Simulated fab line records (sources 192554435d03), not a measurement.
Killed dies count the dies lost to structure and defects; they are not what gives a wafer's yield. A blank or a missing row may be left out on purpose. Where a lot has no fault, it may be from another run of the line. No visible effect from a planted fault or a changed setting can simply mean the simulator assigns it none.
fab line records -- flow n5Finfet
record lots=6, wafers=18, lastDay=16
route steps=1938 shown BEOL_M8@1358 PASSIVATION@1936
lots that met no fault: from a run of the same line without faults
startH: hours from the record's opening day to when the first of the lot's shown wafers began -- waitH: hours from the lot's prior step to this one -- " repeats the value in the row above -- L1.1+2: a single row standing in for several wafers -- - either no value or no given start -- * or withheld: withheld -- < > ~ a bound
route shown NAME@n: names a module that has steps shown in the file, with the first one's number in the route -- usual: average and standard deviation across the fault-free wafers -- same: alike in all rows -- chamber/n: place in a boat -- sites: readings site by site -- _std_site: the values' standard deviation -- _edge_site: inner sites' mean taken away from outer sites' mean -- radiusMm: how far each site lies from the wafer's centre -- mask NAME#n: copy n -- behind: tool/chamber where the wafer was last shaped -- hold: reason for holding the lot/hours on hold/outcome of the hold -- device: the transistor (n, p or np) that didn't switch -- end of line: tests of these same wafers at the route's end -- a step given without rows: its recipe and nothing more -- killed: dies that structure and defects cost at the first sort, which is not the same as the wafer's yield -- map: per-die view of a wafer (x killed, . not killed, _ where there is no die)
set.NAME: the setting the step ran with; set.NAME@STEP: the setting that earlier step ran with -- model.NAME: the simulator's own value behind a step, which no gauge read
certain route steps with their lots: each step a table, each wafer a row
services: from which hour (startH, from the record's first day; less than 0 if before it) a tool's chamber was out of use, for how many hours, and why
## steps
# step N5_BEOL_M8_COAT_71
# recipe resist=underlayer, tempC=205, timeS=60, spinRpm=1500, resistThkNm=5
# step N5_BEOL_M8_COAT_22
# recipe resist=CAR-EUV, spinRpm=1500, resistThkNm=30
# step N5_BEOL_M8_EBR_24
# recipe solvent=PGMEA, ebrWidthMm=1.5
# step N5_BEOL_M8_SOFTBAKE_23
# recipe tempC=110, timeS=60, resist=CAR-EUV
# step N5_BEOL_M8_EXPOSE_25
# recipe maskId=V7, na=0.33, sourceShape=annular, sigmaInner=0.4, sigmaOuter=0.8, polarization=unpolarized, targetCdNm=40, doseMj=42.5
# step N5_BEOL_M8_PEB_26
# recipe pebTempC=100, pebTimeS=60, resist=CAR-EUV
# step N5_BEOL_M8_DEVELOP_27
# recipe developTimeS=30, developer=TMAH, resist=CAR-EUV, rinseLiquid=surfactantRinse, dry=airSpin, devTempC=23
# step N5_BEOL_M8_CD_MEAS_28
# recipe targetCdNm=40, landingEnergyEv=500, detector=seInlens
# usual cdNm=40.03/0.24
lot.wafer,tool,chamber,startH,waitH,cdNm
L849.3,cdSem-03,0,208.45,-,40.23
L849.4,cdSem-03,0,208.45,-,39.98
L849.6,cdSem-03,0,208.45,-,40.12
L852.2,cdSem-02,0,237.27,-,40.18
L852.3,cdSem-02,0,237.27,-,40.28
L852.5,cdSem-02,0,237.27,-,40.21
L857.1,cdSem-03,0,274.99,-,40.02
L857.2,cdSem-03,0,274.99,-,40.15
L857.4,cdSem-03,0,274.99,-,40.03
L860.1,cdSem-01,0,276.85,-,40.21
L860.5,cdSem-01,0,276.85,-,40.26
L860.6,cdSem-01,0,276.85,-,40.40
L864.1,cdSem-02,0,302.50,-,39.90
L864.3,cdSem-02,0,302.50,-,40.25
L864.6,cdSem-02,0,302.50,-,39.92
L865.2,cdSem-03,0,321.14,-,40.42
L865.3,cdSem-03,0,321.14,-,39.28
L865.5,cdSem-03,0,321.14,-,39.76
# step N5_BEOL_M8_OVL_MEAS_29
# recipe pointsPerWafer=522
# usual V7_OVL=0.3/0.73
lot.wafer,tool,chamber,startH,waitH,V7_OVL[nm]
L849.3,overlay-01,0,208.49,0.0,-0.3
L849.4,overlay-01,0,208.49,0.0,0.3
L849.6,overlay-01,0,208.49,0.0,1.0
L852.2,overlay-02,0,237.31,0.0,0.3
L852.3,overlay-02,0,237.31,0.0,0.4
L852.5,overlay-02,0,237.31,0.0,1.0
L857.1,overlay-01,0,275.02,0.0,0.0
L857.2,overlay-01,0,275.02,0.0,0.6
L857.4,overlay-01,0,275.02,0.0,-0.2
L860.1,overlay-02,0,276.88,0.0,1.6
L860.5,overlay-02,0,276.88,0.0,0.1
L860.6,overlay-02,0,276.88,0.0,-0.1
L864.1,overlay-02,0,302.53,0.0,-0.4
L864.3,overlay-02,0,302.53,0.0,0.1
L864.6,overlay-02,0,302.53,0.0,1.6
L865.2,overlay-01,0,321.18,0.0,0.8
L865.3,overlay-01,0,321.18,0.0,-0.3
L865.5,overlay-01,0,321.18,0.0,-0.5
# step N5_BEOL_M8_INSPECT_30
# recipe mode=adi, inspectInstrument=brightfield
# usual rawDefectCount=398/97
lot.wafer,tool,chamber,startH,waitH,rawDefectCount
L849.3,defectInspect-02,-,208.54,0.0,446
L849.4,defectInspect-02,-,208.54,0.0,398
L849.6,defectInspect-02,-,208.54,0.0,495
L852.2,defectInspect-01,-,237.36,0.0,229
L852.3,defectInspect-01,-,237.36,0.0,396
L852.5,defectInspect-01,-,237.36,0.0,247
L857.1,defectInspect-01,-,275.08,0.1,330
L857.2,defectInspect-01,-,275.08,0.1,373
L857.4,defectInspect-01,-,275.08,0.1,507
L860.1,defectInspect-01,-,276.94,0.1,445
L860.5,defectInspect-01,-,276.94,0.1,385
L860.6,defectInspect-01,-,276.94,0.1,377
L864.1,defectInspect-01,-,302.59,0.1,340
L864.3,defectInspect-01,-,302.59,0.1,255
L864.6,defectInspect-01,-,302.59,0.1,316
L865.2,defectInspect-02,-,321.23,0.0,290
L865.3,defectInspect-02,-,321.23,0.0,318
L865.5,defectInspect-02,-,321.23,0.0,508
# step N5_BEOL_M8_DESCUM_33
# recipe chemistry=O2, timeS=7, sourcePowerW=50, biasPowerW=20, pressureMtorr=20, rfFrequencyHz=2.712e+07, tempC=40, resist=CAR-EUV, o2FlowSccm=225
# usual drypumpMotorCurrentA=5.7/0.71, oesProductAu=0.83/0.066, rfVppV=242.6/1.5, showerheadPlenumPTorr=2.07/0.08, throttleValvePct=20.42/0.2
lot.wafer,tool,chamber,startH,waitH,drypumpMotorCurrentA,oesProductAu,rfHoursCounterH,rfVppV,showerheadPlenumPTorr,throttleValvePct
L849.3,rieDiel-03,2,208.57,0.0,4.8,0.90,42,243.3,2.06,20.13
L849.4,rieDiel-03,0,208.57,0.0,5.0,0.87,49,244.0,2.14,20.66
L849.6,rieDiel-03,2,208.57,0.0,4.8,0.89,-,243.3,2.06,20.11
L852.2,rieDiel-06,3,237.39,0.0,6.6,0.91,31,242.9,2.06,20.55
L852.3,rieDiel-06,1,237.39,0.0,4.8,0.80,113,241.5,2.00,20.38
L852.5,rieDiel-06,3,237.39,0.0,6.7,0.91,-,243.3,2.06,20.55
L857.1,rieDiel-03,0,275.11,0.0,5.0,0.84,75,242.7,2.14,20.71
L857.2,rieDiel-03,2,275.11,0.0,4.8,0.85,67,241.7,2.05,20.16
L857.4,rieDiel-03,1,275.11,0.0,6.6,0.98,1,245.8,2.22,20.29
L860.1,rieDiel-03,3,277.00,0.1,6.5,0.86,58,246.2,2.21,20.14
L860.5,rieDiel-03,2,277.00,0.1,4.8,0.84,-,241.0,2.05,20.15
L860.6,rieDiel-03,3,277.00,0.1,6.5,0.85,-,244.4,2.21,20.14
L864.1,rieDiel-04,2,302.70,0.1,5.8,0.92,13,244.4,2.04,20.17
L864.3,rieDiel-04,0,302.70,0.1,5.5,0.72,182,239.8,1.98,20.47
L864.6,rieDiel-04,1,302.70,0.1,6.1,0.81,-,241.4,2.04,20.42
L865.2,rieDiel-06,3,321.27,0.0,6.7,0.87,61,241.4,2.05,20.60
L865.3,rieDiel-06,1,321.27,0.0,4.9,0.78,143,240.7,1.99,20.43
L865.5,rieDiel-06,0,321.27,0.0,5.1,0.80,-,243.5,2.01,20.43
# step N5_BEOL_M8_ETCH_72
# recipe chemistry=N2/H2, target=underlayer, targetDepthA=65, maskMaterial=CAR-EUV, timeS=5.2, ionEnergyEv=200, pressureMtorr=30, sourceW=840, biasW=150, n2FlowSccm=200, h2FlowSccm=200, ends=cleared
# usual biasW=150.0/0.44, drypumpMotorCurrentA=5.7/0.71, etchRfOnTimeS=5.22/0.12, oesProductAu=0.70/0.056, rfVppV=523.1/2.8, showerheadPlenumPTorr=2.52/0.095, throttleValvePct=17.86/0.2
lot.wafer,tool,chamber,startH,waitH,biasW,drypumpMotorCurrentA,etchRfOnTimeS,oesProductAu,rfHoursCounterH,rfVppV,showerheadPlenumPTorr,throttleValvePct
L849.3,rieDiel-03,2,208.61,0.0,150.5,4.8,5.12,0.76,42,520.8,2.50,17.59
L849.4,rieDiel-03,0,208.61,0.0,149.6,5.0,5.20,0.73,49,524.4,2.58,17.92
L849.6,rieDiel-03,2,208.61,0.0,150.1,4.8,5.10,0.76,-,521.2,2.50,17.60
L852.2,rieDiel-06,3,237.43,0.0,149.6,6.7,5.38,0.76,31,522.7,2.48,17.80
L852.3,rieDiel-06,1,237.43,0.0,149.9,4.8,5.22,0.69,113,519.6,2.46,17.94
L852.5,rieDiel-06,3,237.43,0.0,149.9,6.7,5.39,0.76,-,522.4,2.48,17.79
L857.1,rieDiel-03,0,275.15,0.0,150.1,5.0,5.26,0.71,75,522.5,2.57,17.98
L857.2,rieDiel-03,2,275.15,0.0,149.5,4.8,5.15,0.73,67,521.9,2.49,17.64
L857.4,rieDiel-03,1,275.15,0.0,149.2,6.6,5.18,0.82,1,527.0,2.73,17.90
L860.1,rieDiel-03,3,277.03,0.0,149.1,6.5,5.10,0.72,58,526.8,2.68,17.50
L860.5,rieDiel-03,2,277.03,0.0,150.2,4.8,5.13,0.74,-,523.1,2.49,17.63
L860.6,rieDiel-03,3,277.03,0.0,149.7,6.5,5.12,0.72,-,526.8,2.67,17.51
L864.1,rieDiel-04,2,302.73,0.0,149.6,5.8,4.97,0.80,13,524.1,2.50,17.72
L864.3,rieDiel-04,0,302.73,0.0,150.1,5.5,5.31,0.60,182,522.5,2.43,17.94
L864.6,rieDiel-04,1,302.73,0.0,150.2,6.1,5.08,0.70,-,523.6,2.47,17.67
L865.2,rieDiel-06,3,321.30,0.0,150.4,6.7,5.28,0.73,61,522.7,2.47,17.84
L865.3,rieDiel-06,1,321.30,0.0,150.4,4.8,5.26,0.65,143,520.3,2.45,17.94
L865.5,rieDiel-06,0,321.30,0.0,151.0,5.2,5.27,0.67,-,521.4,2.46,18.00
# step N5_BEOL_M8_ETCH_65
# recipe chemistry=CF4, target=SiARC, targetDepthA=156, maskMaterial=CAR-EUV, timeS=26, ionEnergyEv=80, pressureMtorr=40, sourceW=545, biasW=36, Ar_flow_sccm=100, cf4FlowSccm=100, ends=cleared
# usual biasW=36.00/0.11, drypumpMotorCurrentA=5.7/0.71, etchRfOnTimeS=26.0/0.59, oesProductAu=0.71/0.056, rfVppV=183.7/1.2, showerheadPlenumPTorr=2.12/0.077, throttleValvePct=15.58/0.2
lot.wafer,tool,chamber,startH,waitH,biasW,drypumpMotorCurrentA,etchRfOnTimeS,oesProductAu,rfHoursCounterH,rfVppV,showerheadPlenumPTorr,throttleValvePct
L849.3,rieDiel-03,2,208.63,0.0,36.11,4.8,25.3,0.76,42,183.1,2.09,15.21
L849.4,rieDiel-03,0,208.63,0.0,36.14,5.0,25.9,0.74,49,185.0,2.18,15.71
L849.6,rieDiel-03,2,208.63,0.0,36.19,4.8,25.2,0.76,-,182.9,2.09,15.20
L852.2,rieDiel-06,3,237.45,0.0,35.99,6.6,26.3,0.77,31,183.7,2.09,15.54
L852.3,rieDiel-06,1,237.45,0.0,35.76,4.9,25.5,0.69,113,182.9,2.07,15.66
L852.5,rieDiel-06,3,237.45,0.0,35.96,6.7,26.2,0.77,-,182.9,2.09,15.55
L857.1,rieDiel-03,0,275.17,0.0,36.04,5.0,26.2,0.71,75,184.7,2.17,15.76
L857.2,rieDiel-03,2,275.17,0.0,36.26,4.8,44.5,0.55,67,182.3,2.08,15.23
L857.4,rieDiel-03,1,275.17,0.0,36.17,6.6,26.0,0.84,1,185.5,2.28,15.45
L860.1,rieDiel-03,3,277.05,0.0,36.17,6.5,25.5,0.72,58,186.9,2.26,15.36
L860.5,rieDiel-03,2,277.05,0.0,35.90,4.8,44.5,0.55,-,183.2,2.08,15.23
L860.6,rieDiel-03,3,277.05,0.0,36.00,6.5,25.6,0.73,-,186.4,2.26,15.35
L864.1,rieDiel-04,2,302.75,0.0,36.00,5.9,24.6,0.81,13,184.5,2.11,15.48
L864.3,rieDiel-04,0,302.75,0.0,36.07,5.5,26.2,0.60,182,181.4,2.05,15.70
L864.6,rieDiel-04,1,302.75,0.0,35.96,6.1,24.6,0.70,-,182.3,2.08,15.48
L865.2,rieDiel-06,3,321.32,0.0,35.98,6.6,26.6,0.73,61,183.1,2.08,15.59
L865.3,rieDiel-06,1,321.32,0.0,36.02,4.8,26.3,0.65,143,184.1,2.06,15.71
L865.5,rieDiel-06,0,321.32,0.0,35.81,5.1,26.6,0.66,-,182.8,2.09,15.71
# step N5_BEOL_M8_ETCH_66
# recipe chemistry=N2/H2, target=SOC, targetDepthA=800, overetchA=160, maskMaterial=SiARC, tempC=40, timeS=120, ionEnergyEv=200, pressureMtorr=30, sourceW=840, biasW=150, n2FlowSccm=200, h2FlowSccm=200
# usual biasW=150.0/0.43, drypumpMotorCurrentA=5.7/0.71, oesProductAu=0.63/0.048, rfVppV=523.0/2.8, showerheadPlenumPTorr=2.52/0.095, throttleValvePct=17.82/0.2
lot.wafer,tool,chamber,startH,waitH,biasW,drypumpMotorCurrentA,oesProductAu,rfHoursCounterH,rfVppV,showerheadPlenumPTorr,throttleValvePct
L849.3,rieDiel-03,2,208.65,0.0,150.7,4.8,0.67,42,523.4,2.50,17.57
L849.4,rieDiel-03,0,208.65,0.0,148.9,5.0,0.67,49,524.9,2.58,17.88
L849.6,rieDiel-03,2,208.65,0.0,150.2,4.8,0.67,-,521.9,2.50,17.56
L852.2,rieDiel-06,3,237.47,0.0,149.7,6.7,0.69,31,522.5,2.48,17.75
L852.3,rieDiel-06,1,237.47,0.0,150.4,4.8,0.61,113,522.1,2.46,17.89
L852.5,rieDiel-06,3,237.47,0.0,150.6,6.7,0.70,-,523.9,2.48,17.73
L857.1,rieDiel-03,0,275.19,0.0,150.0,5.0,0.64,75,524.1,2.57,17.94
L857.2,rieDiel-03,2,275.19,0.0,149.7,4.8,0.65,67,521.4,2.49,17.60
L857.4,rieDiel-03,1,275.19,0.0,149.9,6.6,0.73,1,528.3,2.73,17.88
L860.1,rieDiel-03,3,277.08,0.0,149.6,6.5,0.64,58,526.4,2.68,17.49
L860.5,rieDiel-03,2,277.08,0.0,150.7,4.8,0.64,-,521.8,2.49,17.61
L860.6,rieDiel-03,3,277.08,0.0,149.9,6.5,0.63,-,527.5,2.68,17.48
L864.1,rieDiel-04,2,302.78,0.0,149.8,5.9,0.69,13,523.6,2.50,17.67
L864.3,rieDiel-04,0,302.78,0.0,150.3,5.5,0.55,182,520.4,2.42,17.91
L864.6,rieDiel-04,1,302.78,0.0,149.4,6.2,0.62,-,520.8,2.47,17.61
L865.2,rieDiel-06,3,321.35,0.0,150.4,6.7,0.67,61,522.5,2.47,17.81
L865.3,rieDiel-06,1,321.35,0.0,150.2,4.9,0.59,143,521.3,2.45,17.96
L865.5,rieDiel-06,0,321.35,0.0,150.5,5.2,0.60,-,521.7,2.46,17.95
# step N5_PASSIVATION_PROBE_49
# usual defectLimitedYield=91.0/1.3, killed_at_M0_to_M3=36/9.5, killed_at_M4_up=14/5.6, killedAtContacts=12/6.4, killedAtFrontEnd=40/10, killedAtOther=3.2/3, killedDies=107/15, killedOpen=69/12, killedShort=35/7.7, sort_bin_5_function=5.3/0.91, sort_bin_6_memory=3.3/0.65, sortNPass=1073/15, sortYieldPct=91.0/1.3
# same grossDies=1180, killedAtBackSide=0, sort_bin_4_leakage[%]=0, sort_bin_8_speed[%]=0
lot.wafer,tool,chamber,startH,waitH,defectLimitedYield[%],killed_at_M0_to_M3,killed_at_M4_up,killedAtContacts,killedAtFrontEnd,killedAtOther,killedDies,killedOpen,killedShort,sort_bin_5_function[%],sort_bin_6_memory[%],sortNPass,sortYieldPct[%]
L857.1,prober-01,-,346.27,0.0,92.5,25,10,2,50,2,89,55,31,3.7,3.2,1091,92.5
L857.2,prober-01,-,346.32,0.1,92.5,16,15,4,47,7,89,53,26,4.1,2.5,1091,92.5
L857.4,prober-01,-,346.42,0.2,91.6,39,11,10,36,3,99,58,36,4.6,3.1,1081,91.6
L864.1,prober-02,-,381.73,0.0,92.4,35,7,13,33,2,90,59,20,4.2,2.6,1090,92.4
L864.3,prober-02,-,381.83,0.1,90.3,37,16,15,44,2,114,72,39,6.3,3.2,1066,90.3
L864.6,prober-02,-,381.98,0.3,91.9,29,12,11,43,1,96,68,27,4.7,3.2,1084,91.9
# killed by level:class
L857.1 FIN_SAQP:geometricParticle:open=15 FIN_SAQP:geometricParticle:short=13 BEOL_M1:geometricParticle:open=9 BEOL_M4:geometricParticle:open=7 STI_FIN_REVEAL:geometricParticle:open=7 BEOL_M0_SAQP:geometricParticle:open=5 BEOL_M0_SAQP:geometricParticle:short=4 GATE_CUT:geometricParticle:open=3
L857.2 BEOL_M4:geometricParticle:open=10 HKMG_FIN:areaEtch=10 BEOL_M1:geometricParticle:open=9 FIN_SAQP:geometricParticle:open=7 FIN_SAQP:geometricParticle:short=5 GATE_CUT:geometricParticle:short=4 MOL_CONTACT_COAG:geometricParticle:open=4 STI_FIN_REVEAL:geometricParticle:open=3
L857.4 BEOL_M1:geometricParticle:open=8 BEOL_M0_SAQP:geometricParticle:open=8 MOL_CONTACT_COAG:geometricParticle:open=7 BEOL_M0_SAQP:geometricParticle:short=7 BEOL_M2:geometricParticle:open=7 FIN_SAQP:geometricParticle:short=6 DUMMY_GATE:geometricParticle:open=5 BEOL_M4:geometricParticle:open=5
L864.1 STI_FIN_REVEAL:geometricParticle:open=14 BEOL_M3:geometricParticle:open=14 MOL_CONTACT_COAG:geometricParticle:open=10 HKMG_FIN:areaEtch=7 BEOL_M1:geometricParticle:open=5 BEOL_M3:geometricParticle:short=5 BEOL_M2:geometricParticle:open=4 MOL_CONTACT_COAG:geometricParticle:short=3
L864.3 STI_FIN_REVEAL:geometricParticle:open=15 MOL_CONTACT_COAG:geometricParticle:open=10 BEOL_M2:geometricParticle:open=8 BEOL_M3:geometricParticle:open=7 BEOL_M4:geometricParticle:open=7 FIN_SAQP:geometricParticle:short=6 STI_FIN_REVEAL:geometricParticle:short=5 BEOL_M0_SAQP:geometricParticle:short=5
L864.6 STI_FIN_REVEAL:geometricParticle:open=12 BEOL_M1:geometricParticle:open=10 MOL_CONTACT_COAG:geometricParticle:open=8 DUMMY_GATE:geometricParticle:open=7 BEOL_M4:geometricParticle:open=7 FIN_SAQP:geometricParticle:short=6 STI_FIN_REVEAL:geometricParticle:short=5 BEOL_M3:geometricParticle:open=5
## services
tool,chamber,startH,hours,kind
rieDiel-04,2,239.29,-,clean
rieDiel-04,2,239.29,-,consumableReplace:focusRing
rieDiel-04,2,239.29,25.0,scheduledDown
rieDiel-04,2,239.29,25.0,ventCycle
rieDiel-03,1,241.09,-,clean
rieDiel-03,1,241.09,-,consumableReplace:focusRing
rieDiel-03,1,241.09,-,consumableReplace:showerhead
rieDiel-06,2,243.08,8.3,repair
rieDiel-06,2,268.31,-,clean
rieDiel-06,2,268.31,-,consumableReplace:focusRing
rieDiel-06,2,268.31,-,consumableReplace:showerhead
rieDiel-06,2,268.31,28.1,scheduledDown
rieDiel-06,2,268.31,28.1,ventCycle
rieDiel-04,3,281.53,2.6,repair
rieDiel-04,-,311.41,0.7,repair
## key
firstSign step=N5_BEOL_M8_ETCH_65, reading=etchRfOnTimeS, direction=up, sigmas=31, usual=*, struck=*
effect step=N5_BEOL_M8_ETCH_65, reading=oesProductAu, direction=down, sigmas=2.8, usual=0.71, struck=0.55
metAt N5_BEOL_M8_ETCH_65
struckWafers L857.2,L860.5
baselineLoss step=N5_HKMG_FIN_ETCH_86, wafers=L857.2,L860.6
onsetBetween 208.63 275.17
fault kind=processParameterDrift, tool=rieDiel-03, chamber=-, onsetH=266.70, steps=N5_BEOL_M8_ETCH_65, channel=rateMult, offset=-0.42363, shape=step, endH=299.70, scope=struckWafersOnly
# baselineLoss: these wafers lose ten dies or more at that step, a loss of the line's own and not of a fault; the sort's usual values leave them out
